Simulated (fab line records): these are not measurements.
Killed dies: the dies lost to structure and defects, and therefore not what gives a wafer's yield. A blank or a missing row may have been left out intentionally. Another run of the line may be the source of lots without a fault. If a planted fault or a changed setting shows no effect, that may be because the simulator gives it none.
What tool caused it? | flow n5 finfet | 15 lots, 45 wafers sampled, at 5 steps of a route of 1938

## WHAT THE GAUGES READ, wafer by wafer
N5_BEOL_M7_CD_MEAS_18: pitch 80 nm, target cd 40 nm. Usual: cd nm reads 39.8 nm (standard deviation 0.58).
lot  | measured     | on        | cd nm (nm)     | flag
L100 | day 9 04:26  | cd sem-03 | 39.6 39.9 39.1 |
L101 | day 9 07:28  | cd sem-03 | 40.1 39.6 40.5 |
L103 | day 9 21:30  | cd sem-01 | 40.0 39.9 40.2 |
L104 | day 10 00:32 | cd sem-01 | 39.7 40.0 40.0 |
L105 | day 10 03:22 | cd sem-02 | 40.1 39.1 39.7 |
L106 | day 10 22:10 | cd sem-01 | 40.9 40.3 40.4 |
L109 | day 11 14:10 | cd sem-02 | 40.0 39.4 40.1 |
L113 | day 12 05:55 | cd sem-02 | - - -          | OFF
L114 | day 12 10:08 | cd sem-02 | - - -          | OFF
L115 | day 12 16:35 | cd sem-02 | - - -          | OFF
L118 | day 14 07:29 | cd sem-02 | 39.6 39.9 39.7 |
L122 | day 14 11:29 | cd sem-01 | 39.7 39.9 39.0 |
L119 | day 14 12:00 | cd sem-03 | 40.3 39.3 39.6 |
L120 | day 14 15:59 | cd sem-02 | 40.2 40.2 39.0 |
L121 | day 15 10:38 | cd sem-02 | 40.0 39.5 40.1 |

## WHAT TOOL EACH LOT RAN ON (gives the tool, then ch and the chambers of the sampled wafers, and finally the start)
lot  | N5_BEOL_M7_PECVD_70             | N5_BEOL_M7_HM_DEP_02         | N5_BEOL_M7_STRIP_67                | N5_BEOL_M7_HM_OPEN_17
L100 | pecvd-02 ch 0, day 9 01:28      | pvd sputter-03, day 9 03:14  | rie diel-02 ch 0,2,3, day 9 04:03  | rie metal-01 ch 1, day 9 04:06
L101 | pecvd-02 ch 0,1, day 9 04:41    | pvd sputter-02, day 9 06:12  | rie diel-06 ch 1,2,3, day 9 07:12  | rie metal-01 ch 0,1, day 9 07:17
L103 | pecvd-01 ch 0,1,2, day 9 20:02  | pvd sputter-01, day 9 20:26  | rie diel-06 ch 0,1,3, day 9 21:14  | rie metal-01 ch 0,1, day 9 21:18
L104 | pecvd-02 ch 1,2, day 9 22:08    | pvd sputter-03, day 9 23:27  | rie diel-06 ch 0,2,3, day 10 00:18 | rie metal-02 ch 0,1, day 10 00:20
L105 | pecvd-02 ch 0,2, day 10 02:02   | pvd sputter-02, day 10 02:19 | rie diel-02 ch 0,2,3, day 10 03:09 | rie metal-03 ch 0,1, day 10 03:11
L106 | pecvd-01 ch 1,2, day 10 20:32   | pvd sputter-02, day 10 21:05 | rie diel-02 ch 0,1,2, day 10 21:57 | rie metal-03 ch 0,1, day 10 21:59
L109 | pecvd-03 ch 0,1,2, day 11 11:37 | pvd sputter-02, day 11 12:44 | rie diel-02 ch 0,1, day 11 13:49   | rie metal-03 ch 0,1, day 11 13:51
L113 | pecvd-01 ch 0,2, day 12 03:47   | pvd sputter-01, day 12 04:13 | rie diel-06 ch 1,3, day 12 05:42   | rie metal-03 ch 0,1, day 12 05:44
L114 | pecvd-03 ch 0,1,2, day 12 06:46 | pvd sputter-03, day 12 08:44 | rie diel-02 ch 0,2,3, day 12 09:43 | rie metal-02 ch 0,1, day 12 09:46
L115 | pecvd-03 ch 0,1,2, day 12 14:20 | pvd sputter-03, day 12 15:29 | rie diel-06 ch 0,2,3, day 12 16:21 | rie metal-01 ch 0,1, day 12 16:24
L118 | pecvd-03 ch 0,2, day 14 04:14   | pvd sputter-03, day 14 06:20 | rie diel-04 ch 1,3, day 14 07:14   | rie metal-02 ch 0,1, day 14 07:17
L122 | pecvd-03 ch 1,2, day 14 08:08   | pvd sputter-02, day 14 10:28 | rie diel-02 ch 2,3, day 14 11:14   | rie metal-01 ch 0,1, day 14 11:16
L119 | pecvd-02 ch 0,1, day 14 09:25   | pvd sputter-02, day 14 10:57 | rie diel-06 ch 0,1,3, day 14 11:47 | rie metal-03 ch 0,1, day 14 11:49
L120 | pecvd-03 ch 0,2, day 14 14:29   | pvd sputter-01, day 14 14:38 | rie diel-04 ch 1,2,3, day 14 15:46 | rie metal-02 ch 0,1, day 14 15:49
L121 | pecvd-03 ch 0,2, day 15 07:30   | pvd sputter-03, day 15 09:15 | rie diel-04 ch 1,2,3, day 15 10:10 | rie metal-02 ch 0,1, day 15 10:14
- N5_BEOL_M7_PECVD_70: deposits SiO2 from TEOS/O2, target thk 20 nm, time 22.7 s.
- N5_BEOL_M7_HM_DEP_02: deposits TiN, target thk 20 nm.
- N5_BEOL_M7_STRIP_67: strips in CF4.
- N5_BEOL_M7_HM_OPEN_17: chemistry Cl2/BCl3, target TiN, target depth 20 nm, overetch 6 nm.

## AS READ BY THE TOOLS THEMSELVES (means over the sampled wafers that have a number; for cases with no such wafer, the mark the record gives instead)
N5_BEOL_M7_PECVD_70. Usual: heater power w 719 W, standard deviation 100; showerhead plenum p Torr 8.79 Torr, standard deviation 0.058; throttle valve pct 23.1 %, standard deviation 1.4.
lot  | tool     | heater power w (W) | showerhead plenum p Torr (Torr) | throttle valve pct (%) | flag
L100 | pecvd-02 | 772                | 8.86                            | 23.5                   |
L101 | pecvd-02 | 729                | 8.83                            | 23.7                   |
L103 | pecvd-01 | 809                | 8.80                            | 22.3                   |
L104 | pecvd-02 | 630                | 8.76                            | 23.5                   |
L105 | pecvd-02 | 705                | 8.79                            | 22.1                   |
L106 | pecvd-01 | 923                | 8.84                            | 23.2                   |
L109 | pecvd-03 | 642                | 8.79                            | 23.0                   |
L113 | pecvd-01 | 725                | 8.77                            | 21.5                   |
L114 | pecvd-03 | 702                | 8.79                            | 23.0                   |
L115 | pecvd-03 | 706                | 8.78                            | 23.0                   |
L118 | pecvd-03 | 653                | 8.75                            | 21.8                   |
L122 | pecvd-03 | 677                | 8.75                            | 22.6                   |
L119 | pecvd-02 | 753                | 8.83                            | 23.9                   |
L120 | pecvd-03 | 658                | 8.74                            | 21.8                   |
L121 | pecvd-03 | 656                | 8.76                            | 22.4                   |

N5_BEOL_M7_HM_DEP_02. Usual: throttle valve pct reads 30.2 % (standard deviation 1.1).
lot  | tool           | throttle valve pct (%) | flag
L100 | pvd sputter-03 | 29.9                   |
L101 | pvd sputter-02 | 31.1                   |
L103 | pvd sputter-01 | 29.8                   |
L104 | pvd sputter-03 | 29.1                   |
L105 | pvd sputter-02 | 30.1                   |
L106 | pvd sputter-02 | 30.6                   |
L109 | pvd sputter-02 | 30.8                   |
L113 | pvd sputter-01 | 29.0                   |
L114 | pvd sputter-03 | 30.8                   |
L115 | pvd sputter-03 | 29.9                   |
L118 | pvd sputter-03 | 30.2                   |
L122 | pvd sputter-02 | 30.5                   |
L119 | pvd sputter-02 | 30.9                   |
L120 | pvd sputter-01 | 29.7                   |
L121 | pvd sputter-03 | 30.0                   |

N5_BEOL_M7_STRIP_67. Usual: drypump motor current A 5.6 A, standard deviation 0.34; oes product au 0.79 a.u., standard deviation 0.075; rf vpp V 271.0 V, standard deviation 1.2; showerhead plenum p Torr 1.79 Torr, standard deviation 0.041; throttle valve pct 13.57 %, standard deviation 0.2.
lot  | tool        | drypump motor current A (A) | oes product au (a.u.) | rf vpp V (V) | showerhead plenum p Torr (Torr) | throttle valve pct (%) | flag
L100 | rie diel-02 | 5.4                         | 0.81                  | 270.8        | 1.80                            | 13.42                  |
L101 | rie diel-06 | 5.6                         | 0.78                  | 270.4        | 1.75                            | 13.70                  |
L103 | rie diel-06 | 5.3                         | 0.73                  | 271.3        | 1.78                            | 13.72                  |
L104 | rie diel-06 | 5.5                         | 0.75                  | 270.9        | 1.77                            | 13.67                  |
L105 | rie diel-02 | 5.4                         | 0.81                  | 271.1        | 1.80                            | 13.44                  |
L106 | rie diel-02 | 5.7                         | 0.82                  | 271.2        | 1.79                            | 13.59                  |
L109 | rie diel-02 | 5.6                         | 0.87                  | 271.8        | 1.81                            | 13.59                  |
L113 | rie diel-06 | 5.4                         | 0.75                  | 270.9        | 1.76                            | 13.79                  |
L114 | rie diel-02 | 5.4                         | 0.78                  | 270.8        | 1.80                            | 13.48                  |
L115 | rie diel-06 | 5.5                         | 0.84                  | 270.9        | 1.76                            | 13.53                  |
L118 | rie diel-04 | 5.7                         | 0.76                  | 270.3        | 1.77                            | 13.54                  |
L122 | rie diel-02 | 5.4                         | 0.72                  | 271.1        | 1.78                            | 13.52                  |
L119 | rie diel-06 | 5.3                         | 0.80                  | 270.6        | 1.77                            | 13.60                  |
L120 | rie diel-04 | 5.8                         | 0.73                  | 271.9        | 1.81                            | 13.57                  |
L121 | rie diel-04 | 5.7                         | 0.73                  | 272.1        | 1.81                            | 13.60                  |

N5_BEOL_M7_HM_OPEN_17. Usual: bcl3 flow sccm 21.75 sccm, standard deviation 0.069; bias w 126.0 W, standard deviation 0.35; drypump motor current A 6.0 A, standard deviation 0.38; oes product au 0.61 a.u., standard deviation 0.057; throttle valve pct 22.3 %, standard deviation 0.32.
lot  | tool         | bcl3 flow sccm (sccm) | bias w (W) | drypump motor current A (A) | oes product au (a.u.) | throttle valve pct (%) | flag
L100 | rie metal-01 | 21.81                 | 125.7      | 6.1                         | 0.60                  | 22.4                   |
L101 | rie metal-01 | 21.70                 | 126.0      | 5.9                         | 0.56                  | 22.6                   |
L103 | rie metal-01 | 21.73                 | 126.2      | 5.9                         | 0.56                  | 22.7                   |
L104 | rie metal-02 | 21.66                 | 126.1      | 6.2                         | 0.65                  | 21.9                   |
L105 | rie metal-03 | 21.75                 | 126.3      | 6.2                         | 0.63                  | 22.4                   |
L106 | rie metal-03 | 21.73                 | 126.2      | 5.9                         | 0.66                  | 22.2                   |
L109 | rie metal-03 | 21.76                 | 126.1      | 5.8                         | 0.65                  | 22.2                   |
L113 | rie metal-03 | -                     | -          | -                           | -                     | -                      | OFF
L114 | rie metal-02 | -                     | -          | -                           | -                     | -                      | OFF
L115 | rie metal-01 | -                     | -          | -                           | -                     | -                      | OFF
L118 | rie metal-02 | 21.78                 | 126.1      | 6.2                         | 0.63                  | 21.9                   |
L122 | rie metal-01 | 21.73                 | 125.9      | 5.9                         | 0.55                  | 22.7                   |
L119 | rie metal-03 | 21.76                 | 126.2      | 6.2                         | 0.61                  | 22.4                   |
L120 | rie metal-02 | 21.84                 | 125.7      | 6.2                         | 0.63                  | 21.9                   |
L121 | rie metal-02 | 21.69                 | 126.3      | 6.2                         | 0.63                  | 21.9                   |

## THE ANSWER, worked out from the rows above alone
Rule: lot off if the mean of its wafers having a number is beyond 3 standard deviations from the usual mean. Also off: a lot with no number at a reading for which 4 or more lots have one. Where the step has rows for the other lots, those lots are counted as sound. The gauges are gone through in route order, then the tools' own readings, and for those a lot's mean is taken as printed above. At the first step where some lot is off, the reading lying furthest off is the one used; lots without a number count as furthest.
Off: L113, L114, L115, at N5_BEOL_M7_CD_MEAS_18 (cd nm). Without a number there: L113, L114, L115.
A tool fits if, at a process step before that reading, it ran every lot that is off, and no sound lot after the first of them. Not tried: the gauges at N5_BEOL_M7_CD_MEAS_18; whatever is off there is also off at N5_BEOL_M7_HM_OPEN_17, on other tools, and gauge error can't account for it. None of those tried fits.

## WHAT WAS PUT IN BY THE SIMULATOR
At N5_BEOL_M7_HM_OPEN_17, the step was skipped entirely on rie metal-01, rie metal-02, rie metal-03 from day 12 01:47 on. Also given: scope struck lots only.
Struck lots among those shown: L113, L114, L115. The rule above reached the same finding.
